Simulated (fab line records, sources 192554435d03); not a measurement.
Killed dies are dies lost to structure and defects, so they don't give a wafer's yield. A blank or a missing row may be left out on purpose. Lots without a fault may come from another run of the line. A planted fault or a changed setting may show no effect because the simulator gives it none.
fab line records | flow n5_finfet
record lots=6 wafers=18 last_day=19
route steps=1938 shown BEOL_M1@812 BEOL_M4@1111 PASSIVATION@1936
lots that met no fault: from a run of the same line without faults
start_h: hours from the record's first day to the start of the lot's first wafer shown | wait_h: hours since the lot's step before | " the same as in the row above | L1.1+2: a row that stands for several wafers | - no value, or no start given | * or withheld: withheld | < > ~ a bound
route shown NAME@n: a module of which the file shows steps, and the number in the route of the first | usual: mean/standard deviation of fault-free wafers | same: alike in all rows | chamber/n: place in a boat | sites: the reading at each site | _std_site: their standard deviation | _edge_site: outer sites' mean less inner sites' | radius_mm: how far each site lies from the wafer's centre | mask NAME#n: copy n | behind: the tool/chamber that last shaped the wafer | hold: why the lot was held/for how many hours/how that ended | device: the transistor (n, p or np) that didn't switch | end of line: the same wafers' tests at the end of the route | a step without rows: its recipe alone | killed: dies lost to structure and defects at the first sort, not the wafer's yield | map: a wafer's dies, x killed, . not, _ none there
set.NAME: the setting as run; set.NAME@STEP: as run at that earlier step | model.NAME: the simulator's own value behind a step, which no gauge read
lots at some steps of the route; a table a step, a row a wafer
## steps
# step N5_BEOL_M1_SURFACE_TREAT_85
# recipe gas=Ar time_s=* ion_energy_ev=* ion_current_ma_cm2=0.5 pressure_mtorr=* ar_flow_sccm=30
# usual throttle_valve_pct=*
# columns lot.wafer tool chamber start_h wait_h throttle_valve_pct
L628.1 pvd_sputter-03 - 155.40 0.2 *
L628.3 " - " " *
L628.5 " - " " *
L631.3 pvd_sputter-03 - 168.95 0.2 *
L631.4 " - " " *
L631.5 " - " " *
L640.1 pvd_sputter-02 - 223.83 0.2 *
L640.2 " - " " *
L640.5 " - " " *
L641.1 pvd_sputter-02 - 237.52 2.0 *
L641.3 " - " " *
L641.4 " - " " *
L643.1 pvd_sputter-01 - 245.27 0.2 *
L643.5 " - " " *
L643.6 " - " " *
L647.1 pvd_sputter-03 - 276.17 0.2 *
L647.2 " - " " *
L647.6 " - " " *
# step N5_BEOL_M1_CVD_47
# recipe material=Co target_thk_a=30 temp_c=withheld precursor=CCTBA/H2 pressure_torr=30 time_s=223.8
# step N5_BEOL_M1_SPUTTER_48
# recipe material=Cu target_thk_a=45 temp_c=-20 chamber_pressure_pa=0.07 power_w=withheld time_s=8.29
# step N5_BEOL_M1_ANNEAL_49
# recipe temp_c=400 time_s=240 ambient=vacuum
# step N5_BEOL_M1_SPUTTER_79
# recipe material=Cu target_thk_a=45 temp_c=-20 chamber_pressure_pa=0.07 power_w=withheld time_s=8.29
# usual chamber_pressure_pa=0.07/0.00012 chuck_gas_flow_sccm=1.26/0.056 throttle_valve_pct=29.6/1.3
# columns lot.wafer tool chamber start_h wait_h chamber_pressure_pa chuck_gas_flow_sccm throttle_valve_pct
L628.1 pvd_sputter-03 - 155.93 0.1 0.06985 1.31 31.0
L628.3 " - " " 0.07003 1.30 30.6
L628.5 " - " " 0.06969 1.20 31.1
L631.3 pvd_sputter-01 - 169.43 0.1 0.06982 1.28 30.5
L631.4 " - " " 0.07004 1.26 30.2
L631.5 " - " " 0.07009 1.16 30.3
L640.1 pvd_sputter-02 - 224.33 0.1 0.06998 1.16 31.6
L640.2 " - " " 0.07007 1.16 29.1
L640.5 " - " " 0.06995 1.27 31.6
L641.1 pvd_sputter-01 - 238.05 0.1 0.07012 1.30 30.1
L641.3 " - " " 0.07001 1.43 30.1
L641.4 " - " " 0.07009 1.19 27.1
L643.1 pvd_sputter-01 - 245.93 0.1 0.07001 1.23 29.9
L643.5 " - " " 0.07 1.21 26.9
L643.6 " - " " 0.07018 1.34 30.1
L647.1 pvd_sputter-03 - 278.27 0.1 0.06993 1.31 29.0
L647.2 " - " " 0.06989 1.17 31.1
L647.6 " - " " 0.0702 1.27 28.1
# step N5_BEOL_M1_ANNEAL_80
# recipe temp_c=400 time_s=240 ambient=vacuum
# step N5_BEOL_M1_SPUTTER_81
# recipe material=Cu target_thk_a=45 temp_c=-20 chamber_pressure_pa=0.07 power_w=withheld time_s=8.29
# usual chamber_pressure_pa=0.07/0.00014 chuck_gas_flow_sccm=1.26/0.054 throttle_valve_pct=29.5/1.3
# columns lot.wafer tool chamber start_h wait_h chamber_pressure_pa chuck_gas_flow_sccm throttle_valve_pct
L628.1 pvd_sputter-03 - 156.15 0.1 0.07013 1.28 31.0
L628.3 " - " " 0.07004 1.27 30.3
L628.5 " - " " 0.06991 1.23 31.2
L631.3 pvd_sputter-01 - 169.65 0.1 0.06998 1.27 29.9
L631.4 " - " " 0.06987 1.20 30.0
L631.5 " - " " 0.06997 1.27 30.4
L640.1 pvd_sputter-02 - 224.55 0.1 0.06998 1.31 31.6
L640.2 " - " " 0.06988 1.25 29.6
L640.5 " - " " 0.06995 1.14 31.8
L641.1 pvd_sputter-01 - 238.27 0.1 0.06979 1.25 30.0
L641.3 " - " " 0.07018 1.30 30.0
L641.4 " - " " 0.07015 1.28 27.0
L643.1 pvd_sputter-01 - 246.15 0.1 0.06982 1.24 30.0
L643.5 " - " " 0.07005 1.25 27.0
L643.6 " - " " 0.06999 1.20 30.3
L647.1 pvd_sputter-03 - 278.49 0.1 0.06999 1.24 29.0
L647.2 " - " " 0.0699 1.30 30.9
L647.6 " - " " 0.06996 1.28 28.2
# step N5_BEOL_M1_ANNEAL_82
# recipe temp_c=400 time_s=240 ambient=vacuum
# step N5_BEOL_M1_SPUTTER_86
# recipe material=Cu target_thk_a=45 temp_c=-20 chamber_pressure_pa=0.07 power_w=withheld time_s=8.29
# step N5_BEOL_M1_ANNEAL_87
# recipe temp_c=400 time_s=240 ambient=vacuum
# usual heater_power_w=829/85
# columns lot.wafer tool chamber start_h wait_h heater_power_w
L628.1 pvd_sputter-03 - 156.45 0.0 798
L628.3 " - " " 716
L628.5 " - " " 813
L631.3 pvd_sputter-01 - 169.95 0.0 967
L631.4 " - " " 785
L631.5 " - " " 946
L640.1 pvd_sputter-02 - 224.85 0.0 787
L640.2 " - " " 735
L640.5 " - " " 747
L641.1 pvd_sputter-01 - 238.57 0.0 816
L641.3 " - " " 950
L641.4 " - " " 957
L643.1 pvd_sputter-01 - 246.45 0.0 812
L643.5 " - " " 942
L643.6 " - " " 932
L647.1 pvd_sputter-03 - 278.79 0.0 743
L647.2 " - " " 795
L647.6 " - " " 802
# step N5_BEOL_M1_SPUTTER_88
# recipe material=Cu target_thk_a=45 temp_c=-20 chamber_pressure_pa=0.07 power_w=withheld time_s=8.29
# step N5_BEOL_M1_ANNEAL_89
# recipe temp_c=400 time_s=240 ambient=vacuum
# step N5_BEOL_M1_SPUTTER_90
# recipe material=Cu target_thk_a=45 temp_c=-20 chamber_pressure_pa=0.07 power_w=withheld time_s=8.29
# usual chamber_pressure_pa=0.06999/0.00015 chuck_gas_flow_sccm=1.26/0.058 throttle_valve_pct=29.5/1.3
# columns lot.wafer tool chamber start_h wait_h chamber_pressure_pa chuck_gas_flow_sccm throttle_valve_pct
L628.1 pvd_sputter-03 - 156.81 0.1 0.06989 1.29 31.1
L628.3 " - " " 0.06985 1.13 30.3
L628.5 " - " " 0.07003 1.17 31.0
L631.3 pvd_sputter-01 - 170.31 0.1 0.07013 1.24 30.3
L631.4 " - " " 0.07002 1.29 30.1
L631.5 " - " " 0.06989 1.26 30.0
L640.1 pvd_sputter-02 - 225.21 0.1 - - -
L640.2 " - " " - - -
L640.5 " - " " - - -
L641.1 pvd_sputter-01 - 238.93 0.1 - - -
L641.3 " - " " - - -
L641.4 " - " " - - -
L643.1 pvd_sputter-01 - 246.81 0.1 0.07009 1.34 30.3
L643.5 " - " " 0.07014 1.36 27.2
L643.6 " - " " 0.07005 1.37 30.2
L647.1 pvd_sputter-03 - 279.15 0.1 0.06985 1.39 28.9
L647.2 " - " " 0.06979 1.25 30.8
L647.6 " - " " 0.07016 1.32 28.4
# step N5_BEOL_M1_ANNEAL_91
# recipe temp_c=400 time_s=240 ambient=vacuum
# usual heater_power_w=826/84
# columns lot.wafer tool chamber start_h wait_h heater_power_w
L628.1 pvd_sputter-03 - 156.89 0.0 764
L628.3 " - " " 714
L628.5 " - " " 799
L631.3 pvd_sputter-01 - 170.39 0.0 932
L631.4 " - " " 798
L631.5 " - " " 923
L640.1 pvd_sputter-02 - 225.29 0.0 741
L640.2 " - " " 723
L640.5 " - " " 753
L641.1 pvd_sputter-01 - 239.01 0.0 833
L641.3 " - " " 938
L641.4 " - " " 950
L643.1 pvd_sputter-01 - 246.89 0.0 813
L643.5 " - " " 927
L643.6 " - " " 925
L647.1 pvd_sputter-03 - 279.23 0.0 731
L647.2 " - " " 793
L647.6 " - " " 782
# step N5_BEOL_M4_RC_MEAS_101
# usual DIBL_N=36.5/1.9 DIBL_P=36.7/2.1 IOFF_N=0.17/0.035 IOFF_P=0.22/0.042 ION_N=676/10 ION_P=462/8.1 SS_N=71.5/0.72 SS_P=73.4/0.7 VT_N=249/3.1 VT_P=-250/3.9
# columns lot.wafer tool chamber start_h wait_h DIBL_N[mV/V] DIBL_P[mV/V] IOFF_N[nA/um] IOFF_P[nA/um] ION_N[uA/um] ION_P[uA/um] SS_N[mV/dec] SS_P[mV/dec] VT_N[mV] VT_P[mV]
L628.1 prober-02 0 193.66 0.0 34.8 35.1 0.12 0.19 662 463 71.1 73.1 253 -252
L628.3 " 0 " " 34.6 34.4 0.12 0.18 663 459 71.2 72.5 255 -252
L628.5 " 0 " " 35.4 36.0 0.14 0.20 672 467 71.2 73.1 252 -250
L631.3 prober-02 0 227.89 0.3 37.9 38.5 0.19 0.25 685 469 71.5 73.9 246 -247
L631.4 " 0 " " 36.9 36.5 0.17 0.22 672 468 70.6 72.7 248 -249
L631.5 " 0 " " 37.0 37.9 0.18 0.25 694 476 71.0 73.8 249 -247
L640.1 prober-01 0 268.92 0.0 35.7 34.7 0.14 0.19 673 463 71.5 72.8 252 -251
L640.2 " 0 " " 39.1 37.3 0.21 0.22 667 457 72.8 73.4 246 -250
L640.5 " 0 " " 38.1 37.7 0.19 0.23 678 466 72.4 73.4 249 -251
L641.1 prober-02 0 279.55 0.0 37.2 37.5 0.18 0.28 681 479 71.7 74.4 249 -242
L641.3 " 0 " " 36.6 35.9 0.18 0.25 679 466 71.1 73.5 249 -244
L641.4 " 0 " " 36.9 37.4 0.19 0.29 694 482 71.2 73.7 246 -239
L643.1 prober-01 0 298.05 0.0 33.2 34.9 0.11 0.18 663 465 70.4 72.9 254 -253
L643.5 " 0 " " 34.3 36.9 0.13 0.22 673 471 71.4 72.9 252 -248
L643.6 " 0 " " 37.3 39.3 0.18 0.26 682 466 73.0 74.7 247 -243
L647.1 prober-01 0 348.12 0.0 37.1 37.8 0.19 0.25 689 474 72.3 73.7 249 -247
L647.2 " 0 " " 33.4 33.7 0.13 0.19 662 459 70.9 72.1 252 -249
L647.6 " 0 " " 33.1 33.0 0.13 0.18 661 454 71.0 72.3 251 -253
# step N5_PASSIVATION_PROBE_49
# usual defect_limited_yield=91.4/1.5 killed_at_M0_to_M3=35/12 killed_at_M4_up=13/5.8 killed_at_contacts=12/5.5 killed_at_front_end=36/9.9 killed_at_other=4/3.7 killed_dies=101/18 killed_open=66/13 killed_short=33/8 sort_bin_5_function=5.0/1 sort_bin_6_memory=3.2/0.67 sort_n_pass=1079/18 sort_yield_pct=91.4/1.5
# same gross_dies=1180 killed_at_back_side=0 sort_bin_4_leakage[%]=0 sort_bin_8_speed[%]=0
# columns lot.wafer tool chamber start_h wait_h defect_limited_yield[%] killed_at_M0_to_M3 killed_at_M4_up killed_at_contacts killed_at_front_end killed_at_other killed_dies killed_open killed_short sort_bin_5_function[%] sort_bin_6_memory[%] sort_n_pass sort_yield_pct[%]
L631.3 prober-02 - 332.44 0.1 90.8 45 13 13 33 5 109 67 42 5.4 3.3 1071 90.8
L631.4 prober-02 - 332.49 0.2 92.8 35 11 13 20 6 85 54 31 3.8 3.0 1095 92.8
L631.5 prober-02 - 332.54 0.2 93.0 40 10 14 18 1 83 56 27 3.6 3.1 1097 93.0
L640.1 prober-02 - 377.08 0.0 91.9 23 7 12 44 9 95 57 25 4.1 3.1 1085 91.9
L640.2 prober-02 - 377.13 0.1 91.3 28 8 17 30 20 103 67 33 5.2 3.3 1077 91.3
L640.5 prober-02 - 377.28 0.2 91.4 37 6 17 27 14 101 52 43 5.2 3.0 1079 91.4
L641.1 prober-01 - 380.61 0.0 87.3 72 8 24 39 7 150 99 40 7.5 4.9 1030 87.3
L641.3 prober-01 - 380.71 0.1 88.5 59 6 23 41 7 136 80 50 6.5 4.6 1044 88.5
L641.4 prober-01 - 380.76 0.2 88.1 69 6 26 27 12 140 85 45 7.9 3.8 1040 88.1
# killed by level:class
L631.3 BEOL_M2:geometric_particle:open=16 MOL_CONTACT_COAG:geometric_particle:open=11 BEOL_M0_SAQP:geometric_particle:short=8 BEOL_M0_SAQP:geometric_particle:open=8 GATE_CUT:geometric_particle:short=7 BEOL_M3:geometric_particle:open=7 FIN_SAQP:geometric_particle:short=6 BEOL_M4:geometric_particle:open=5
L631.4 MOL_CONTACT_COAG:geometric_particle:open=12 BEOL_M1:geometric_particle:open=8 BEOL_M2:geometric_particle:open=7 BEOL_M0_SAQP:geometric_particle:open=6 FIN_SAQP:geometric_particle:short=5 BEOL_M7:geometric_particle:open=5 BEOL_M1:geometric_particle:short=4 GATE_CUT:geometric_particle:short=3
L631.5 BEOL_M0_SAQP:geometric_particle:open=13 BEOL_M0_SAQP:geometric_particle:short=13 MOL_CONTACT_COAG:geometric_particle:open=11 BEOL_M3:geometric_particle:open=6 STI_FIN_REVEAL:geometric_particle:open=4 FIN_SAQP:geometric_particle:open=3 GATE_CUT:geometric_particle:open=3 MOL_CONTACT_COAG:geometric_particle:short=3
L640.1 MOL_CONTACT_COAG:geometric_particle:open=10 STI_FIN_REVEAL:geometric_particle:open=9 HKMG_FIN:area_etch=9 FIN_SAQP:geometric_particle:open=7 FIN_SAQP:geometric_particle:short=6 BEOL_M0_SAQP:geometric_particle:open=5 MIM_BOT:geometric_particle:short=5 BEOL_M0_SAQP:geometric_particle:short=4
L640.2 MOL_CONTACT_COAG:geometric_particle:open=13 BEOL_M3:geometric_particle:open=9 BEOL_M2:geometric_particle:open=8 STI_FIN_REVEAL:geometric_particle:open=6 FIN_SAQP:geometric_particle:open=5 BEOL_M0_SAQP:geometric_particle:open=5 FIN_SAQP:geometric_particle:short=4 PASS1_CAP:geometric_particle:short=4
L640.5 MOL_CONTACT_COAG:geometric_particle:open=14 BEOL_M3:geometric_particle:open=8 BEOL_M0_SAQP:geometric_particle:short=7 MIM_BOT:geometric_particle:short=7 BEOL_M0_SAQP:geometric_particle:open=6 FIN_SAQP:geometric_particle:short=5 ILD0:geometric_particle:short=5 BEOL_M3:geometric_particle:short=5
L641.1 BEOL_M3:geometric_particle:open=19 MOL_CONTACT_COAG:geometric_particle:open=18 BEOL_M1:interface_void_opened=10 BEOL_M0_SAQP:geometric_particle:open=9 BEOL_M1:geometric_particle:open=9 GATE_CUT:geometric_particle:short=8 BEOL_M2:geometric_particle:open=8 FIN_SAQP:geometric_particle:open=7
L641.3 MOL_CONTACT_COAG:geometric_particle:open=17 BEOL_M3:geometric_particle:open=14 BEOL_M2:geometric_particle:open=13 BEOL_M1:geometric_particle:short=11 FIN_SAQP:geometric_particle:open=7 GATE_CUT:geometric_particle:open=7 STI_FIN_REVEAL:geometric_particle:open=6 MOL_CONTACT_COAG:geometric_particle:short=6
L641.4 MOL_CONTACT_COAG:geometric_particle:open=21 BEOL_M3:geometric_particle:open=15 BEOL_M0_SAQP:geometric_particle:short=12 BEOL_M1:geometric_particle:open=10 BEOL_M2:geometric_particle:open=8 BEOL_M0_SAQP:geometric_particle:open=7 BEOL_M1:interface_void_opened=7 DUMMY_GATE:geometric_particle:open=6
## key
first_sign step=N5_BEOL_M1_SPUTTER_90 reading=tool_record direction=missing
effect none on later readings
met_at N5_BEOL_M1_SPUTTER_90
struck_wafers L640.1,L640.2,L640.5,L641.1,L641.3,L641.4
onset_between 170.31 225.21
fault kind=skipped_step_whole tool=pvd_sputter-01,pvd_sputter-02 chamber=- onset_h=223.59 steps=N5_BEOL_M1_SPUTTER_90 scope=struck_lots_only
